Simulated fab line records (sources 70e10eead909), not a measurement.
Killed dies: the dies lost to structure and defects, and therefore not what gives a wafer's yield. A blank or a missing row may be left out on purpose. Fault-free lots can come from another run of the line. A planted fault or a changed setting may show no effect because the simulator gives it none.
The tool behind it: which one? -- flow nandHarc -- 24 lots, 72 wafers sampled, at 4 steps of a route of 1302

## WHAT THE GAUGES READ, wafer by wafer
NHARC_A_M0_INSPECT_27.
lot,measured,on,rawDefectCount
L074,day 22 23:30,defectInspect-02,417 397 465
L075,day 23 11:08,defectInspect-02,395 396 355
L077,day 23 16:50,defectInspect-02,606 469 441
L078,day 23 23:05,defectInspect-01,843 629 1146
L076,day 23 23:34,defectInspect-01,743 451 486
L079,day 25 15:28,defectInspect-01,528 618 446
L080,day 25 17:20,defectInspect-02,386 362 324
L082,day 26 00:49,defectInspect-01,570 613 485
L081,day 26 02:10,defectInspect-02,489 810 502
L085,day 27 12:56,defectInspect-02,454 510 530
L083,day 27 14:53,defectInspect-02,485 608 499
L084,day 27 16:21,defectInspect-01,665 443 500
L086,day 27 19:27,defectInspect-01,529 430 716
L087,day 28 13:34,defectInspect-01,504 602 685
L091,day 28 21:32,defectInspect-01,776 598 906
L088,day 29 00:01,defectInspect-02,706 605 781
L090,day 29 07:22,defectInspect-01,543 486 492
L089,day 29 16:29,defectInspect-02,565 397 504
L092,day 29 23:02,defectInspect-01,739 528 651
L093,day 31 04:57,defectInspect-01,471 618 579
L094,day 31 13:38,defectInspect-02,565 525 468
L096,day 31 18:48,defectInspect-02,539 581 412
L095,day 31 20:08,defectInspect-01,416 466 342
L097,day 31 23:31,defectInspect-01,480 632 655

NHARC_A_M1_CD_MEAS_16.
lot,measured,on,cdNm (nm)
L074,day 23 01:16,cdSem-01,120.3 119.9 119.9
L075,day 23 12:55,cdSem-01,121.6 120.9 121.0
L077,day 23 19:26,cdSem-02,120.1 120.4 120.4
L078,day 24 00:58,cdSem-02,120.1 120.1 118.9
L076,day 24 01:25,cdSem-03,120.1 119.5 119.9
L079,day 25 17:26,cdSem-03,119.6 119.0 119.8
L080,day 25 19:05,cdSem-01,119.3 120.1 120.4
L082,day 26 02:45,cdSem-01,120.6 120.4 120.6
L081,day 26 03:56,cdSem-03,119.4 119.5 120.1
L085,day 27 14:48,cdSem-01,120.0 120.4 119.3
L083,day 27 16:44,cdSem-03,120.4 121.1 119.6
L084,day 27 18:14,cdSem-01,120.6 120.4 121.6
L086,day 27 21:20,cdSem-02,120.0 119.8 120.1
L087,day 28 15:27,cdSem-02,120.7 119.7 120.2
L091,day 28 23:28,cdSem-02,121.0 121.0 120.8
L088,day 29 02:03,cdSem-01,119.0 118.9 119.4
L090,day 29 09:06,cdSem-03,120.4 120.0 120.0
L089,day 29 18:28,cdSem-03,120.2 120.2 120.3
L092,day 30 01:05,cdSem-02,120.7 120.5 120.7
L093,day 31 07:08,cdSem-02,120.2 119.3 119.2
L094,day 31 15:49,cdSem-02,121.7 120.4 121.5
L096,day 31 20:45,cdSem-01,120.4 119.8 120.0
L095,day 31 22:13,cdSem-02,120.1 119.6 120.5
L097,day 32 01:34,cdSem-03,119.2 119.0 119.5

NHARC_A_BONDPAD_CD_MEAS_09: the cd target is 500 nm.
lot,measured,on,cdNm (nm)
L074,day 23 05:20,cdSem-01,497.0 501.1 498.3
L075,day 23 16:59,cdSem-03,499.3 499.9 500.4
L077,day 23 23:37,cdSem-03,502.8 500.7 501.4
L078,day 24 05:02,cdSem-02,501.6 500.9 500.8
L076,day 24 05:37,cdSem-02,499.6 501.2 502.2
L079,day 25 21:31,cdSem-01,500.1 501.8 499.9
L080,day 25 23:10,cdSem-01,500.3 499.0 499.0
L082,day 26 06:52,cdSem-01,497.4 500.5 499.1
L081,day 26 08:17,cdSem-02,496.6 500.1 497.9
L085,day 27 18:52,cdSem-02,500.3 499.7 499.0
L083,day 27 21:28,cdSem-03,501.2 500.5 502.0
L084,day 27 22:53,cdSem-03,501.8 501.0 502.1
L086,day 28 01:26,cdSem-01,501.9 500.1 501.5
L087,day 28 19:47,cdSem-01,504.2 504.4 503.2
L091,day 29 03:40,cdSem-02,499.7 501.1 500.7
L088,day 29 06:17,cdSem-01,500.7 500.6 499.4
L090,day 29 13:17,cdSem-03,497.7 499.3 499.2
L089,day 29 23:02,cdSem-01,498.9 501.4 499.0
L092,day 30 05:10,cdSem-02,499.6 498.9 500.6
L093,day 31 11:17,cdSem-02,501.7 500.4 499.5
L094,day 31 20:14,cdSem-02,500.8 500.8 500.0
L096,day 32 00:49,cdSem-01,500.1 501.6 499.8
L095,day 32 02:36,cdSem-01,497.7 499.8 498.4
L097,day 32 06:10,cdSem-02,503.4 501.8 501.7

## EACH LOT AND THE TOOL THAT RAN IT (in order: tool; ch and the chambers of the sampled wafers; start)
lot,NHARC_A_M1_ETCH_28
L074,"rieDiel-06 ch 0,1, day 23 05:20 or earlier"
L075,"rieDiel-09 ch 1,2,3, day 23 16:59 or earlier"
L077,"rieDiel-06 ch 0,1,3, day 23 23:37 or earlier"
L078,"rieDiel-06 ch 1,3, day 24 05:02 or earlier"
L076,"rieDiel-06 ch 0,2,3, day 24 05:37 or earlier"
L079,"rieDiel-09 ch 0,1, day 25 21:31 or earlier"
L080,"rieDiel-09 ch 1,2, day 25 23:10 or earlier"
L082,"rieDiel-09 ch 0,3, day 26 06:52 or earlier"
L081,"rieDiel-06 ch 1,2, day 26 08:17 or earlier"
L085,"rieDiel-08 ch 0,1, day 27 18:52 or earlier"
L083,"rieDiel-08 ch 0,2,3, day 27 21:28 or earlier"
L084,"rieDiel-09 ch 0,1, day 27 22:53 or earlier"
L086,"rieDiel-06 ch 1,2, day 28 01:26 or earlier"
L087,"rieDiel-08 ch 0,1, day 28 19:47 or earlier"
L091,"rieDiel-08 ch 0,1, day 29 03:40 or earlier"
L088,"rieDiel-06 ch 0,1, day 29 02:23"
L090,"rieDiel-06 ch 0,2,3, day 29 13:17 or earlier"
L089,"rieDiel-06 ch 0,2,3, day 29 23:02 or earlier"
L092,"rieDiel-06 ch 2,3, day 30 05:10 or earlier"
L093,"rieDiel-09 ch 0,3, day 31 11:17 or earlier"
L094,"rieDiel-09 ch 0,2, day 31 20:14 or earlier"
L096,"rieDiel-06 ch 1,3, day 32 00:49 or earlier"
L095,"rieDiel-08 ch 1,2, day 32 02:36 or earlier"
L097,"rieDiel-06 ch 0,2,3, day 32 06:10 or earlier"
- NHARC_A_M1_ETCH_28: etches the open film in CF4/N2, target depth 30 nm, time 72.99 s.

## AS READ BY THE TOOLS THEMSELVES (means over the sampled wafers that have a number; for cases with no such wafer, the mark the record gives instead)
NHARC_A_M1_ETCH_28.
lot,tool,drypumpMotorCurrentA (A),n2FlowSccm (sccm),oesProductAu (a.u.),rfVppV (V),showerheadPlenumPTorr (Torr),throttleValvePct (%)
L074,rieDiel-06,5.8,100.1,1.007,316.0,2.69,19.792
L075,rieDiel-09,5.6,100.0,1.005,315.0,2.65,19.796
L077,rieDiel-06,6.1,100.0,0.994,314.4,2.62,19.788
L078,rieDiel-06,6.1,99.9,1.000,314.3,2.61,19.787
L076,rieDiel-06,6.3,100.0,1.000,313.4,2.55,19.789
L079,rieDiel-09,5.4,99.8,1.012,313.8,2.62,19.795
L080,rieDiel-09,6.1,100.0,0.999,315.9,2.74,19.801
L082,rieDiel-09,5.0,100.2,1.015,312.2,2.52,19.794
L081,rieDiel-06,6.4,100.0,1.000,312.7,2.53,19.799
L085,rieDiel-08,5.8,99.9,0.989,314.3,2.66,19.800
L083,rieDiel-08,5.9,100.2,1.004,314.0,2.61,19.786
L084,rieDiel-09,5.8,99.8,1.004,314.7,2.71,19.787
L086,rieDiel-06,6.1,99.9,0.996,313.6,2.60,19.793
L087,rieDiel-08,5.9,99.7,0.998,313.7,2.59,19.788
L091,rieDiel-08,5.9,100.5,0.989,312.5,2.59,19.800
L088,rieDiel-06,5.9,100.2,0.994,314.8,2.69,19.798
L090,rieDiel-06,6.3,100.1,0.992,313.4,2.55,19.795
L089,rieDiel-06,6.3,100.3,0.985,313.3,2.55,19.794
L092,rieDiel-06,6.5,100.0,0.986,312.2,2.47,19.795
L093,rieDiel-09,4.9,99.9,1.003,313.3,2.51,19.795
L094,rieDiel-09,5.6,100.1,0.998,314.5,2.58,19.788
L096,rieDiel-06,6.1,100.2,1.005,314.1,2.61,19.790
L095,rieDiel-08,6.0,99.9,0.986,313.0,2.54,19.800
L097,rieDiel-06,6.3,99.8,0.994,312.1,2.55,19.788

## THE ANSWER, worked out from the rows above alone
Rule: usual is defined by the lots themselves. Put in order of their means at a reading, lots are off if they are a third of the lots or fewer, leave a main group of 4 or more, and stand apart from it by a gap of 3 or more times the standard deviation of the main group's means; of several such gaps the widest counts. A main group whose means are all the same, to the digits that the tables above print for the reading, isn't used. A lot without any number at a reading at which 4 lots or more have one is off too. Any other lot the step has rows for is counted as sound. Order of review: gauges by route order, followed by the tools' own readings, for which a lot's mean as printed above is used. The first step at which some lot is off is used, and at that step the reading that is off furthest; a lot without a number counts as furthest.
Across all readings shown, no lot is off: no conclusion can be drawn from this.

## WHAT THE SIMULATOR HAD INSERTED
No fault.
